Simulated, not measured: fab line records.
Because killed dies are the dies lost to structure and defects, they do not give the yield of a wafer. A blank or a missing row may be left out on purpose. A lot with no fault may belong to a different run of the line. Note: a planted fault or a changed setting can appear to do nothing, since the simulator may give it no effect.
Which tool did it? | flow n5Finfet | 10 lots, 29 wafers sampled, at 5 steps of a route of 1938

WHAT THE GAUGES READ, wafer by wafer
N5_ZERO_LAYER_CD_MEAS_11: target cd 2000 nm. Usual: cdNm 2000.7 nm, standard deviation 2.2.
lot  | measured    | on       | cdNm (nm)            | flag
L526 | day 1 12:38 | cdSem-03 | 2000.2 2001.0        | 
L527 | day 1 18:40 | cdSem-02 | 1998.5 2000.0 1999.2 | 
L534 | day 3 12:47 | cdSem-02 | 1998.2 1998.6 2002.9 | 
L539 | day 4 18:38 | cdSem-03 | 1998.6 1999.3 2000.3 | 
L541 | day 5 06:46 | cdSem-01 | 2000.5 2000.0 2004.1 | 
L543 | day 5 18:40 | cdSem-02 | 1999.6 1999.8 1998.2 | 
L544 | day 6 00:38 | cdSem-02 | 1998.6 1998.2 1997.4 | 
L546 | day 6 12:38 | cdSem-03 | 2005.7 2002.4 2001.3 | 
L547 | day 6 18:38 | cdSem-03 | 1999.2 1999.7 2002.7 | 
L548 | day 7 00:38 | cdSem-02 | 1999.0 2000.9 1998.3 | 

N5_ZERO_LAYER_INSPECT_20: inspects for defects (darkfield). Usual: rawDefectCount 42, standard deviation 20.
lot  | measured    | on               | rawDefectCount | flag
L526 | day 1 13:15 | defectInspect-02 | 42 46          | 
L527 | day 1 19:20 | defectInspect-02 | 92 36 81       | 
L534 | day 3 13:23 | defectInspect-02 | 35 36 70       | 
L539 | day 4 19:18 | defectInspect-02 | 60 54 63       | 
L541 | day 5 07:44 | defectInspect-01 | 108 39 37      | 
L543 | day 5 19:58 | defectInspect-01 | 45 49 29       | 
L544 | day 6 01:16 | defectInspect-01 | 57 13 35       | 
L546 | day 6 13:16 | defectInspect-02 | 11 42 27       | 
L547 | day 6 20:02 | defectInspect-02 | 62 81 63       | 
L548 | day 7 01:15 | defectInspect-02 | 37 52 25       | 

N5_BEOL_M4_RC_MEAS_101. Usual: DIBL_N 36.9 mV/V, standard deviation 1.6; DIBL_P 37.1 mV/V, standard deviation 2; IOFF_N 0.17 nA/um, standard deviation 0.032; IOFF_P 0.22 nA/um, standard deviation 0.036; ION_N 674 uA/um, standard deviation 12; ION_P 463 uA/um, standard deviation 7.8; RS_NWELL 1037 ohm/sq, standard deviation 6.1; SS_N 71.7 mV/dec, standard deviation 0.63; SS_P 73.5 mV/dec, standard deviation 0.62; VT_N 249 mV, standard deviation 3.3; VT_P -250 mV, standard deviation 3.5.
lot  | measured     | on        | DIBL_N (mV/V)  | DIBL_P (mV/V)  | IOFF_N (nA/um) | IOFF_P (nA/um) | ION_N (uA/um) | ION_P (uA/um) | RS_NWELL (ohm/sq) | SS_N (mV/dec)  | SS_P (mV/dec)  | VT_N (mV)   | VT_P (mV)      | flag
L526 | day 8 11:50  | prober-01 | 36.2 38.1      | 35.7 38.2      | 0.16 0.20      | 0.21 0.25      | 685 693       | 463 468       | 1034 1037         | 72.0 72.9      | 73.2 74.0      | 248 245     | -251 -246      | 
L527 | day 8 20:54  | prober-02 | 36.8 36.7 37.8 | 37.8 36.2 37.1 | 0.15 0.15 0.17 | 0.27 0.24 0.25 | 664 649 666   | 466 462 466   | 1044 1036 1037    | 71.3 71.9 71.1 | 73.3 73.0 73.1 | 252 251 249 | -245 -247 -244 | 
L534 | day 10 20:43 | prober-01 | 35.6 35.7 34.7 | 37.6 37.9 36.8 | 0.16 0.16 0.14 | 0.21 0.22 0.20 | 676 674 659   | 466 458 459   | 1039 1044 1037    | 71.0 71.9 71.3 | 73.9 73.2 72.9 | 250 250 254 | -249 -252 -252 | 
L539 | day 11 01:46 | prober-01 | 37.2 36.7 38.8 | 38.2 37.3 38.7 | 0.17 0.16 0.20 | 0.24 0.22 0.25 | 681 685 680   | 473 474 455   | 1048 1040 1038    | 71.6 71.9 72.4 | 73.7 72.7 73.4 | 248 249 246 | -249 -252 -249 | 
L541 | day 11 17:25 | prober-01 | 38.2 37.9 35.0 | 39.2 39.5 36.4 | 0.21 0.21 0.15 | 0.25 0.25 0.21 | 688 679 662   | 465 465 457   | 1290 1299 1298    | 72.6 72.9 71.8 | 74.0 73.4 73.9 | 247 246 248 | -244 -249 -252 | OFF
L543 | day 12 15:25 | prober-02 | 38.5 36.6 36.5 | 38.4 36.3 35.3 | 0.20 0.16 0.15 | 0.23 0.20 0.18 | 671 654 653   | 458 453 446   | 1290 1299 1295    | 72.4 72.5 72.2 | 73.7 73.3 72.3 | 248 250 254 | -248 -252 -254 | OFF
L544 | day 12 16:11 | prober-01 | 36.1 39.8 37.8 | 35.9 38.9 37.5 | 0.16 0.24 0.20 | 0.25 0.30 0.28 | 672 697 695   | 468 479 473   | 1299 1296 1301    | 71.8 72.4 71.5 | 73.7 74.4 73.8 | 247 243 245 | -246 -243 -244 | OFF
L546 | day 13 10:24 | prober-02 | 38.9 36.9 35.1 | 36.3 34.8 33.3 | 0.19 0.15 0.13 | 0.25 0.23 0.20 | 672 674 666   | 465 463 462   | 1041 1033 1029    | 73.1 71.7 71.1 | 74.1 74.1 73.0 | 250 251 253 | -247 -249 -250 | 
L547 | day 13 12:01 | prober-01 | 36.6 37.0 37.5 | 38.6 40.2 40.7 | 0.18 0.19 0.20 | 0.22 0.25 0.27 | 679 675 683   | 459 459 468   | 1036 1035 1033    | 72.4 72.4 72.8 | 73.8 74.0 74.1 | 250 248 246 | -249 -252 -247 | 
L548 | day 13 14:08 | prober-01 | 36.7 35.1 38.2 | 34.9 32.2 36.6 | 0.18 0.14 0.19 | 0.25 0.20 0.27 | 682 667 673   | 472 464 466   | 1033 1036 1028    | 71.2 71.7 72.0 | 73.7 72.9 73.8 | 246 253 248 | -246 -249 -245 | 

WHAT TOOL EACH LOT RAN ON (gives the tool, then ch and the chambers of the sampled wafers, and finally the start)
lot  | N5_WELL_APT_DESCUM_13            | N5_WELL_APT_IMPLANT_14
L526 | rieDiel-03 ch 1, day 1 13:38     | implanter-01 ch 0, day 1 13:46
L527 | rieDiel-01 ch 0,3, day 1 19:51   | implanter-02 ch 0, day 1 20:01
L534 | rieDiel-05 ch 0,1, day 3 13:47   | implanter-02 ch 0, day 3 13:55
L539 | rieDiel-03 ch 2,3, day 4 19:55   | implanter-02 ch 0, day 4 20:01
L541 | rieDiel-01 ch 0,2,3, day 5 09:04 | implanter-02 ch 0, day 5 09:12
L543 | rieDiel-05 ch 0,1, day 5 20:29   | implanter-02 ch 0, day 5 20:37
L544 | rieDiel-05 ch 0,2,3, day 6 01:46 | implanter-02 ch 0, day 6 01:54
L546 | rieDiel-03 ch 0,1,3, day 6 13:42 | implanter-01 ch 0, day 6 13:48
L547 | rieDiel-03 ch 1,2,3, day 6 20:33 | implanter-01 ch 0, day 6 20:39
L548 | rieDiel-05 ch 0,3, day 7 01:38   | implanter-01 ch 0, day 7 01:44
- N5_WELL_APT_DESCUM_13: chemistry O2, time 7.9 s.
- N5_WELL_APT_IMPLANT_14

AS READ BY THE TOOLS THEMSELVES (means over the sampled wafers that have a number; for cases with no such wafer, the mark the record gives instead)
N5_WELL_APT_DESCUM_13. Usual: chamberPressureMTorr 20.000 mTorr, standard deviation 0.019; drypumpMotorCurrentA 5.6 A, standard deviation 0.37; oesProductAu 0.77 a.u., standard deviation 0.063; rfVppV 243.4 V, standard deviation 1.2; showerheadPlenumPTorr 2.11 Torr, standard deviation 0.065; throttleValvePct 20.40 %, standard deviation 0.29.
lot  | tool       | chamberPressureMTorr (mTorr) | drypumpMotorCurrentA (A) | oesProductAu (a.u.) | rfVppV (V) | showerheadPlenumPTorr (Torr) | throttleValvePct (%) | flag
L526 | rieDiel-03 | 19.999                       | 5.7                      | 0.95                | 244.6      | 2.13                         | 20.09                | 
L527 | rieDiel-01 | 20.005                       | 5.8                      | 0.71                | 242.2      | 2.08                         | 20.61                | 
L534 | rieDiel-05 | 19.979                       | 5.5                      | 0.78                | 244.7      | 2.17                         | 20.58                | 
L539 | rieDiel-03 | 19.979                       | 5.2                      | 0.78                | 243.0      | 2.07                         | 20.18                | 
L541 | rieDiel-01 | 20.020                       | 5.7                      | 0.69                | 243.0      | 2.07                         | 20.73                | 
L543 | rieDiel-05 | 20.003                       | 5.5                      | 0.76                | 244.8      | 2.17                         | 20.51                | 
L544 | rieDiel-05 | 20.026                       | 5.7                      | 0.72                | 243.5      | 2.10                         | 20.67                | 
L546 | rieDiel-03 | 19.983                       | 5.8                      | 0.82                | 243.7      | 2.10                         | 20.06                | 
L547 | rieDiel-03 | 19.998                       | 5.4                      | 0.82                | 242.3      | 2.08                         | 20.12                | 
L548 | rieDiel-05 | 19.993                       | 5.8                      | 0.73                | 244.0      | 2.10                         | 20.68                | 

N5_WELL_APT_IMPLANT_14. Usual: doseIonsCm2 1.5002e+13, standard deviation 1.6e+10; faradayCurrentUA 190, standard deviation 3.7.
lot  | tool         | doseIonsCm2 | faradayCurrentUA | flag
L526 | implanter-01 | 1.5004e+13  | 188              | 
L527 | implanter-02 | 1.4996e+13  | 184              | 
L534 | implanter-02 | 1.4989e+13  | 191              | 
L539 | implanter-02 | 1.5018e+13  | 189              | 
L541 | implanter-02 | 1.0012e+13  | 129              | OFF
L543 | implanter-02 | 9.9973e+12  | 126              | OFF
L544 | implanter-02 | 1.0023e+13  | 125              | OFF
L546 | implanter-01 | 1.5012e+13  | 187              | 
L547 | implanter-01 | 1.5024e+13  | 189              | 
L548 | implanter-01 | 1.4997e+13  | 191              | 

THE ANSWER, worked out from the rows above alone
Rule: a lot counts as off when the mean over its wafers that have a number is more than 3 standard deviations away from the usual mean. A lot without any number at a reading at which 4 lots or more have one is off too. All remaining lots with rows at the step are treated as sound. First the gauges in route order, then the tools' own readings, where a lot's mean is used as printed above. At the first step where some lot is off, the reading lying furthest off is the one used; lots without a number count as furthest.
Off: L541, L543, L544, at N5_BEOL_M4_RC_MEAS_101 (RS_NWELL).
If a tool, at a process step before that reading, ran all the lots that are off and no sound lot after the first of them, it fits. Not tried: the gauges at N5_BEOL_M4_RC_MEAS_101; whatever is off there is also off at N5_WELL_APT_IMPLANT_14, on other tools, and gauge error can't account for it. One fits: implanter-02 at N5_WELL_APT_IMPLANT_14. Its last sound lot is L539 (day 4 20:01), its first lot that is off L541 (day 5 09:12): a fault that began between those two fits.
The tool's own readings at N5_WELL_APT_IMPLANT_14 bear it out: on the lots that are off they differ by more than 5 times the standard deviation of the sound lots' means. doseIonsCm2 reads 1.0011e+13 there against 1.5006e+13 on the sound lots; faradayCurrentUA reads 127 there against 188 on the sound lots.

WHAT THE SIMULATOR HAD PUT IN
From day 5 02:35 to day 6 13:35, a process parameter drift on implanter-02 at N5_WELL_APT_IMPLANT_14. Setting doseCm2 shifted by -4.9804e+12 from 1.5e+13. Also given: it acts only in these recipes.
Struck lots among those shown: L541, L543, L544. The rule above found the same.
